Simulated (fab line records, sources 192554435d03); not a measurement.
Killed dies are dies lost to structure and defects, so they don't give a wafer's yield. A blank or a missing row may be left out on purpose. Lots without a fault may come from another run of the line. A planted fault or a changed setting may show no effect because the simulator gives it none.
Which tool did it? | flow n5_finfet | 8 lots, 24 wafers sampled, at 6 steps of a route of 1938

WHAT THE GAUGES READ, wafer by wafer
N5_MOL_CONTACT_COAG_CD_MEAS_137: target cd 16 nm.
lot  | measured     | on        | cd_nm (nm)
L749 | day 5 17:04  | cd_sem-02 | 15.5 15.8 15.9
L751 | day 5 23:57  | cd_sem-01 | 15.9 16.5 16.3
L752 | day 6 05:52  | cd_sem-01 | 15.8 15.6 15.0
L753 | day 6 12:41  | cd_sem-01 | 16.0 15.7 16.1
L758 | day 7 19:31  | cd_sem-03 | 15.7 15.5 15.5
L759 | day 7 20:14  | cd_sem-02 | 16.3 17.2 16.4
L766 | day 9 15:05  | cd_sem-03 | 15.9 15.8 15.4
L770 | day 10 17:02 | cd_sem-02 | 15.8 15.8 15.5

N5_MOL_CONTACT_COAG_CD_MEAS_40: target cd 25.1 nm.
lot  | measured     | on        | cd_nm (nm)
L749 | day 5 17:25  | cd_sem-02 | 25.31 25.30 25.02
L751 | day 6 00:18  | cd_sem-01 | 25.38 24.92 25.27
L752 | day 6 06:18  | cd_sem-02 | 25.05 24.68 25.14
L753 | day 6 13:00  | cd_sem-02 | 25.15 25.15 25.13
L758 | day 7 19:57  | cd_sem-03 | 24.75 25.04 24.42
L759 | day 7 20:33  | cd_sem-02 | 25.44 25.66 25.01
L766 | day 9 15:32  | cd_sem-02 | 25.27 24.91 25.09
L770 | day 10 17:29 | cd_sem-03 | 25.23 24.98 25.39

N5_BEOL_M4_RC_MEAS_101.
lot  | measured     | on        | DIBL_N (mV/V)  | DIBL_P (mV/V)  | IOFF_N (nA/um) | IOFF_P (nA/um) | ION_N (uA/um) | ION_P (uA/um) | SS_N (mV/dec)  | SS_P (mV/dec)  | VT_N (mV)   | VT_P (mV)
L749 | day 8 20:15  | prober-02 | 36.7 34.7 39.2 | 38.2 33.9 41.4 | 0.19 0.14 0.25 | 0.25 0.17 0.32 | 675 666 693   | 465 457 473   | 72.5 72.2 72.8 | 73.7 72.5 74.6 | 248 250 242 | -248.4 -252.9 -245.7
L751 | day 9 03:07  | prober-02 | 34.3 34.0 32.7 | 33.5 32.9 30.7 | 0.16 0.14 0.12 | 0.21 0.19 0.16 | 678 670 653   | 463 459 461   | 70.8 71.3 71.3 | 73.2 72.7 72.2 | 246 250 252 | -247.1 -249.6 -251.3
L752 | day 9 10:52  | prober-02 | 33.9 37.5 35.4 | 34.9 37.1 36.2 | 0.13 0.19 0.15 | 0.17 0.20 0.19 | 674 668 678   | 461 455 470   | 70.4 72.0 71.5 | 73.2 73.4 73.2 | 254 248 249 | -250.4 -251.0 -250.7
L753 | day 10 02:00 | prober-02 | 32.7 34.2 35.7 | 32.6 34.1 37.3 | 0.10 0.12 0.15 | 0.14 0.16 0.20 | 643 663 692   | 446 453 471   | 70.0 71.5 71.5 | 71.9 72.7 73.3 | 259 255 248 | -257.7 -254.1 -249.6
L758 | day 11 04:19 | prober-02 | 36.3 34.5 36.6 | 37.7 34.6 37.1 | 0.18 0.15 0.19 | 0.22 0.18 0.21 | 682 671 683   | 457 456 464   | 71.2 70.8 71.7 | 74.1 72.5 73.6 | 248 248 244 | -251.5 -252.5 -253.3
L759 | day 10 11:23 | prober-01 | 35.3 34.6 32.8 | 35.9 35.0 32.3 | 0.13 0.13 0.10 | 0.21 0.19 0.15 | 668 673 657   | 464 473 458   | 70.6 70.6 70.4 | 73.9 73.0 71.3 | 255 253 259 | -250.9 -252.9 -252.3
L766 | day 12 22:46 | prober-01 | 37.1 35.1 37.7 | 38.5 35.2 38.7 | 0.16 0.12 0.17 | 0.23 0.20 0.24 | 678 664 680   | 465 463 470   | 71.7 71.3 71.9 | 73.3 72.1 73.4 | 251 257 250 | -248.7 -251.2 -249.4
L770 | day 14 07:43 | prober-02 | 37.5 37.7 36.6 | 39.3 39.7 38.0 | 0.18 0.18 0.16 | 0.24 0.25 0.23 | 691 680 685   | 475 471 474   | 71.0 72.0 71.1 | 73.8 74.1 73.4 | 246 247 246 | -246.5 -247.2 -248.1

WHICH TOOL RAN EACH LOT (tool, then ch and the chambers of the sampled wafers, then the start)
lot  | N5_MOL_CONTACT_COAG_ALD_27        | N5_MOL_CONTACT_COAG_DESCUM_88     | N5_MOL_CONTACT_COAG_ETCH_91
L749 | ald_sin-03 ch 1,2,3, day 5 13:12  | rie_diel-06 ch 0,1,2, day 5 16:11 | rie_diel-05 ch 0,1,2, day 5 16:37
L751 | ald_sin-02 ch 0,2, day 5 18:52    | rie_diel-05 ch 0,1,2, day 5 21:44 | rie_diel-06 ch 0,2,3, day 5 23:29
L752 | ald_sin-04 ch 0,1,3, day 6 01:29  | rie_diel-05 ch 1,2,3, day 6 04:44 | rie_diel-06 ch 0,1,2, day 6 05:24
L753 | ald_sin-03 ch 1,2,3, day 6 08:26  | rie_diel-01 ch 1,2,3, day 6 11:17 | rie_diel-01 ch 0,2,3, day 6 12:13
L758 | ald_sin-03 ch 2,3, day 7 14:47    | rie_diel-06 ch 0,2, day 7 18:15   | rie_diel-06 ch 0,3, day 7 18:52
L759 | ald_sin-04 ch 1,3, day 7 15:19    | rie_diel-01 ch 0,2, day 7 19:17   | rie_diel-06 ch 2,3, day 7 19:47
L766 | ald_sin-03 ch 2,3, day 9 11:15    | rie_diel-06 ch 0,1, day 9 14:17   | rie_diel-05 ch 0,3, day 9 14:38
L770 | ald_sin-02 ch 1,2,3, day 10 13:14 | rie_diel-06 ch 2,3, day 10 16:14  | rie_diel-05 ch 0,2,3, day 10 16:35
- N5_MOL_CONTACT_COAG_ALD_27: deposits SiOC, target thk 17 nm, pulse time 1.5 s, time 2720 s.
- N5_MOL_CONTACT_COAG_DESCUM_88: chemistry O2, time 7 s.
- N5_MOL_CONTACT_COAG_ETCH_91: etches SOC in N2/H2, target depth 60 nm, overetch 21 nm, time 101.2 s.

WHAT THE TOOLS THEMSELVES READ (means of the sampled wafers that have a number; where no wafer has one, the mark that the record gives instead)
N5_MOL_CONTACT_COAG_ALD_27.
lot  | tool       | heater_power_w (W) | precursor_pulse_height_rel
L749 | ald_sin-03 | 870                | 0.990
L751 | ald_sin-02 | 781                | 0.996
L752 | ald_sin-04 | 843                | 0.999
L753 | ald_sin-03 | 870                | 1.003
L758 | ald_sin-03 | 920                | 0.994
L759 | ald_sin-04 | 822                | 0.997
L766 | ald_sin-03 | 926                | 1.010
L770 | ald_sin-02 | 795                | 1.015

N5_MOL_CONTACT_COAG_DESCUM_88.
lot  | tool        | bias_power_w (W) | chamber_pressure_mTorr (mTorr) | drypump_motor_current_A (A) | oes_product_au (a.u.) | rf_vpp_V (V) | showerhead_plenum_p_Torr (Torr) | throttle_valve_pct (%)
L749 | rie_diel-06 | 19.94            | 19.976                         | 5.7                         | 0.76                  | 242.1        | 2.04                            | 20.50
L751 | rie_diel-05 | 19.99            | 20.005                         | 5.8                         | 0.77                  | 243.8        | 2.09                            | 20.29
L752 | rie_diel-05 | 20.01            | 19.994                         | 5.8                         | 0.70                  | 243.7        | 2.12                            | 20.47
L753 | rie_diel-01 | 20.03            | 20.002                         | 5.6                         | 0.76                  | 243.8        | 2.09                            | 20.21
L758 | rie_diel-06 | 20.03            | 19.989                         | 5.9                         | 0.74                  | 242.7        | 2.05                            | 20.38
L759 | rie_diel-01 | 19.99            | 19.995                         | 5.9                         | 0.84                  | 243.3        | 2.10                            | 20.17
L766 | rie_diel-06 | 19.99            | 20.012                         | 5.4                         | 0.74                  | 242.9        | 2.06                            | 20.56
L770 | rie_diel-06 | 20.03            | 20.004                         | 5.8                         | 0.78                  | 242.8        | 2.05                            | 20.40

N5_MOL_CONTACT_COAG_ETCH_91.
lot  | tool        | chamber_pressure_mTorr (mTorr) | drypump_motor_current_A (A) | oes_product_au (a.u.) | rf_vpp_V (V) | showerhead_plenum_p_Torr (Torr) | throttle_valve_pct (%)
L749 | rie_diel-05 | 30.000                         | 5.8                         | 0.65                  | 523.8        | 2.54                            | 17.73
L751 | rie_diel-06 | 29.997                         | 5.9                         | 0.61                  | 521.4        | 2.46                            | 17.95
L752 | rie_diel-06 | 29.990                         | 5.7                         | 0.63                  | 521.2        | 2.47                            | 17.87
L753 | rie_diel-01 | 30.035                         | 5.5                         | 0.66                  | 523.0        | 2.52                            | 17.71
L758 | rie_diel-06 | 30.014                         | 5.5                         | 0.60                  | 520.8        | 2.47                            | 18.12
L759 | rie_diel-06 | 29.992                         | 6.2                         | 0.57                  | 520.0        | 2.42                            | 18.04
L766 | rie_diel-05 | 30.023                         | 6.1                         | 0.63                  | 525.6        | 2.57                            | 17.95
L770 | rie_diel-05 | 29.982                         | 5.9                         | 0.70                  | 524.7        | 2.57                            | 17.75

THE ANSWER, worked out from the rows above alone
Rule: what is usual is taken from the lots themselves. Put in order of their means at a reading, lots are off if they are a third of the lots or fewer, leave a main group of 4 or more, and stand apart from it by a gap of 3 or more times the standard deviation of the main group's means; of several such gaps the widest counts. A main group whose means are all the same, to the digits that the tables above print for the reading, isn't used. A lot without any number at a reading at which 4 lots or more have one is off too. The other lots that the step has rows for count as sound. The gauges are gone through in route order, then the tools' own readings, and for those a lot's mean is taken as printed above. The first step at which some lot is off is used, and at that step the reading that is off furthest; a lot without a number counts as furthest.
No lot is off at any reading shown: from this, nothing can be told.

WHAT THE SIMULATOR HAD PUT IN
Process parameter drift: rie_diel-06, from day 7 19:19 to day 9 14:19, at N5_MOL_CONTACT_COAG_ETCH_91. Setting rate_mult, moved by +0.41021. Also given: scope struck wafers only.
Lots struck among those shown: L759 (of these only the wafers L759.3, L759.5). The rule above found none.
